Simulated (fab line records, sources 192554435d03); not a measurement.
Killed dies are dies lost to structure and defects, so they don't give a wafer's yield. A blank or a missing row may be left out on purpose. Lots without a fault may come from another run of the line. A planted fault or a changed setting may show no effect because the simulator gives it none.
Which tool did it? | flow n5_finfet | 6 lots, 15 wafers sampled, at 2 steps of a route of 1938

WHAT THE GAUGES READ, wafer by wafer
N5_BEOL_M14_INSPECT_55: inspects for defects (darkfield).
lot  | measured     | on                | raw_defect_count
L804 | day 12 18:22 | defect_inspect-01 | 76 65 98
L808 | day 13 07:53 | defect_inspect-01 | 98 59 88
L812 | day 13 16:44 | defect_inspect-01 | 77 71
L815 | day 15 04:34 | defect_inspect-01 | 50 94 64
L820 | day 16 01:00 | defect_inspect-02 | 56 91
L823 | day 16 06:34 | defect_inspect-02 | 69 96

WHICH TOOL RAN EACH LOT (tool, then ch and the chambers of the sampled wafers, then the start)
lot  | N5_BEOL_M14_SPUTTER_43
L804 | pvd_sputter-01, day 12 17:09
L808 | pvd_sputter-02, day 13 06:37
L812 | pvd_sputter-01, day 13 15:05
L815 | pvd_sputter-03, day 15 03:18
L820 | pvd_sputter-01, day 15 23:47
L823 | pvd_sputter-01, day 16 05:21
- N5_BEOL_M14_SPUTTER_43: material TaN, target thk 15 nm, time 24.19 s.

THE ANSWER, worked out from the rows above alone
Rule: what is usual is taken from the lots themselves. Put in order of their means at a reading, lots are off if they are a third of the lots or fewer, leave a main group of 4 or more, and stand apart from it by a gap of 3 or more times the standard deviation of the main group's means; of several such gaps the widest counts. A main group whose means are all the same, to the digits that the tables above print for the reading, isn't used. A lot without any number at a reading at which 4 lots or more have one is off too. The other lots that the step has rows for count as sound.
No lot is off at any reading shown: from this, nothing can be told.

WHAT THE SIMULATOR HAD PUT IN
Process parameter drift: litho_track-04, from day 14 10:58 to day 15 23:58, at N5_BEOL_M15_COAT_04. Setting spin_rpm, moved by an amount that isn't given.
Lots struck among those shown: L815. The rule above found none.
